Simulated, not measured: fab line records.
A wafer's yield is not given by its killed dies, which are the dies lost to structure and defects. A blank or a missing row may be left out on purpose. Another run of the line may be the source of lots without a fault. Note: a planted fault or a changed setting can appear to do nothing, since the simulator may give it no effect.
Problem report in the 8D (eight disciplines) form, filled by code	flow n5_finfet	the parts of the form that need people (team, actions taken, sign-off) are left out

== 1. THE PROBLEM ==
spin_speed_rpm at N5_MOL_CONTACT_COAG_COAT_64 reads a mean of 1656.0 rpm on 6 wafers of 2 lots; wafers without a fault read 1499.9 rpm with a standard deviation of 1. So: +99 or more standard deviations from the usual mean.
The step: time 60 s, resist thk 10 nm.
Earliest sighting: wafer L217.1 on litho_track-01 at day 7 18:31. The record has a number at this step for 12 wafers belonging to 4 lots. Rule for "out" (also "out of limits"): further than 4 standard deviations from the usual mean. Any other wafer with a number is counted as sound.

== 2. WHAT IT IS; WHAT IT IS NOT ==
question	is	is not
which readings at this step	spin_speed_rpm	dispense_pressure_kPa
which lots	L217, L219	L208, L228
which wafers of those lots	all that have a number	-
read on which tools	litho_track-01	litho_track-05
when	from day 7 18:31	up to then (3 sound wafers); but 3 sound wafers of L228 came after

== 3. SUSPECTS, AND WHAT RULES EACH OUT ==
Counting: a tool at a process step up to the reading stays a suspect if it ran every lot that is out and no sound lot after the first of them.
- litho_track-01 at N5_MOL_CONTACT_COAG_COAT_64 (time 60 s, resist thk 10 nm): kept. It processed each lot that is out, first L217 at day 7 18:31, and no sound lot thereafter; up to then, the last sound lot it processed was L208 at day 5 11:47. Its own readings are out on those wafers: spin_speed_rpm.
The count leaves litho_track-01 at N5_MOL_CONTACT_COAG_COAT_64.

== 4. THE CAUSE (what the simulator had put in) ==
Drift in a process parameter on litho_track-01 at N5_MOL_CONTACT_COAG_COAT_64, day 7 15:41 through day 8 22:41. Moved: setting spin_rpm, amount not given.
This tool alone remained once counting was done.

== 5. THE EFFECT CHAIN, in route order ==
One row per reading whose mean, taken over the struck wafers that have a number, lies over 3 standard deviations from the usual. Only readings for which the record gives a usual standard deviation are gone through. hours: the time from each lot's start at the first step in this table that gives one to its start at this step, as a median over the lots. sigmas: the change in usual standard deviations.
hours	step	reading	usual	on struck wafers	change	sigmas
0	N5_MOL_CONTACT_COAG_COAT_64	spin_speed_rpm	1499.9 rpm	1656.0	+156.1	+99 or more
It contains these process steps:
- N5_MOL_CONTACT_COAG_COAT_64: time 60 s, resist thk 10 nm.
Later measuring or inspecting steps at which every struck wafer that the step has a row for has a number for every such reading, and none has moved that far: N5_BEOL_M4_RC_MEAS_101.

== 6. HOW IT WOULD HAVE BEEN CAUGHT EARLIER ==
In this record the first reading out of limits was taken at day 7 18:31, 3 hours after the fault began at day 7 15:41.
